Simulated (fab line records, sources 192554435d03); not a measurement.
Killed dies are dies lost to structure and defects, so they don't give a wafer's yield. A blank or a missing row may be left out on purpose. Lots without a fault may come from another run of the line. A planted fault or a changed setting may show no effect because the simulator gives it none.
A struck lot beside a sound one | flow n5_finfet | 16 steps out of a route of 1938
Sound: wafers L451.1, L451.3, L451.6. Struck: wafers L461.1, L461.2, L461.3. The cause comes at the end.
At each step with rows: each side's tool, then ch and its chambers, then its first start. Under that, the readings that differ: sound wafers | struck wafers | difference of the means | sigmas: that difference in standard deviations of wafers without a fault.
alike: readings whose means differ by less than 2 such deviations, and words and numbers that are the same on both sides. not compared: withheld readings, readings that some wafer has no value for, bounds like >300 that may hide the same value, and numbers for which the record gives no deviation and whose values overlap.
The two part at a step that has a row with sigmas, a row that says differs or no value, or rows on one side only. Numbers that don't overlap but have no deviation are shown without sigmas and don't part them. A reading that every wafer of one side lacks parts them only if that side has two wafers or more.

N5_BEOL_M1_CMP_52: polishes, stops on SiOC, t overpolish 6.8 s, target thk 40 nm.
  sound on cmp-03 ch 0,2, day 7 11:20; struck on cmp-01 ch 0,1,3, day 9 07:40
  alike: barrier_field_endpoint_s, motor_current_A, overpolish_run_s, time_to_endpoint_s
N5_BEOL_M1_THK_MEAS_53: measures by xrf.
  sound on film_metro-01, day 7 11:35; struck on film_metro-02, day 9 07:56
  alike: M1_THK
N5_BEOL_M1_PRE_CLEAN_60: time 15 s.
  sound on cvd_co-01 ch 0,2, day 7 11:37; struck on cvd_co-02 ch 0,1,2, day 9 07:58
  alike: heater_power_w
N5_BEOL_M1_CO_CAP_55: material Co, precursor CCTBA/H2, target thk 2 nm, time 102.1 s.
  sound on cvd_co-01 ch 0,2, day 7 11:40; struck on cvd_co-02 ch 0,1,2, day 9 08:01
  alike: heater_power_w
then, 2 steps without rows for these wafers: N5_BEOL_M1_PRE_CLEAN_56 (time 15 s); N5_BEOL_M1_DEP_57 (deposits SiCN from 3MS/NH3, target thk 8 nm, time 14 s).
N5_BEOL_M1_RS_MEAS_58: measures by four-point-probe.
  sound on film_metro-02, day 7 11:51; struck on film_metro-01, day 9 08:11
  alike: M1_RS
N5_BEOL_M1_INSPECT_59: inspects for defects (darkfield).
  sound on defect_inspect-02, day 7 11:52; struck on defect_inspect-01, day 9 08:13
  alike: raw_defect_count
then, 1 step without rows for these wafers: N5_BEOL_M2_ILD_DEP_00 (deposits SiOC from DEMS/O2, target thk 79 nm, time 15.3 s).
N5_BEOL_M2_THK_MEAS_01:
  sound on film_metro-01, day 7 11:59; struck on film_metro-01, day 9 08:20
  alike: M2_ILD_THK
N5_BEOL_M2_PECVD_72: deposits SiO2 from TEOS/O2, target thk 16 nm, time 18 s.
  sound on pecvd-03 ch 0,2, day 7 12:01; struck on pecvd-03 ch 0,1,2, day 9 08:23
  alike: heater_power_w, showerhead_plenum_p_Torr, throttle_valve_pct
N5_BEOL_M2_HM_DEP_02: deposits TiN, target thk 20 nm.
  sound on pvd_sputter-01, day 7 12:23; struck on pvd_sputter-03, day 9 10:17
  alike: throttle_valve_pct
N5_BEOL_M2_COAT_61: time 60 s, resist thk 60 nm.
  sound on litho_track-05 ch 0, day 7 12:31; struck on litho_track-01 ch 0, day 9 10:25
  reading                  | sound                | struck               | difference | sigmas
  heater_power_total_W (W) | 502.9 500.7 499.6    | 494.9 491.7 492.7    | -8.0       | -4
  plate_temp_C (C)         | 250.10 250.33 250.29 | 247.51 247.34 247.31 | -2.85      | -19
  alike: chill_plate_temp_C, resist_line_temp_C
then, 1 step without rows for these wafers: N5_BEOL_M2_COAT_62 (time 60 s, resist thk 12 nm).
-- the record jumps here: 2 days lie between the struck wafers' starts before and after (it left off in module BEOL_M2 and takes up again in module BEOL_M4, whose first step shown is number 1111 of the route) --
N5_BEOL_M4_RC_MEAS_101:
  sound on prober-02 ch 0, day 9 10:29; struck on prober-01 ch 0, day 11 14:29
  alike: DIBL_N, DIBL_P, IOFF_N, IOFF_P, ION_N, ION_P, SS_N, SS_P, VT_N, VT_P
-- the record jumps here: 5 days lie between the struck wafers' starts before and after (it left off in module BEOL_M4 and takes up again in module PASSIVATION, whose first step shown is number 1936 of the route) --
N5_PASSIVATION_PROBE_49:
  sound on prober-02, day 13 23:44; struck on prober-02, day 16 16:45
  reading            | sound    | struck   | difference | sigmas
  killed_at_M0_to_M3 | 47 51 58 | 40 29 26 | -20        | -2
  killed_at_other    | 1 3 0    | 5 13 10  | +8         | +3
  alike: defect_limited_yield, killed_at_M4_up, killed_at_contacts, killed_at_front_end, killed_dies, killed_open, killed_short, sort_bin_4_leakage, sort_bin_5_function, sort_bin_6_memory, sort_bin_8_speed, sort_n_pass

WHERE THEY PART
First at N5_BEOL_M2_COAT_61; last, within this record, at N5_PASSIVATION_PROBE_49.

WHY: what the simulator had put in
Process parameter drift: litho_track-01, from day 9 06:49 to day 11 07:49, at N5_BEOL_M2_COAT_61. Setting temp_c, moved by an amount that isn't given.
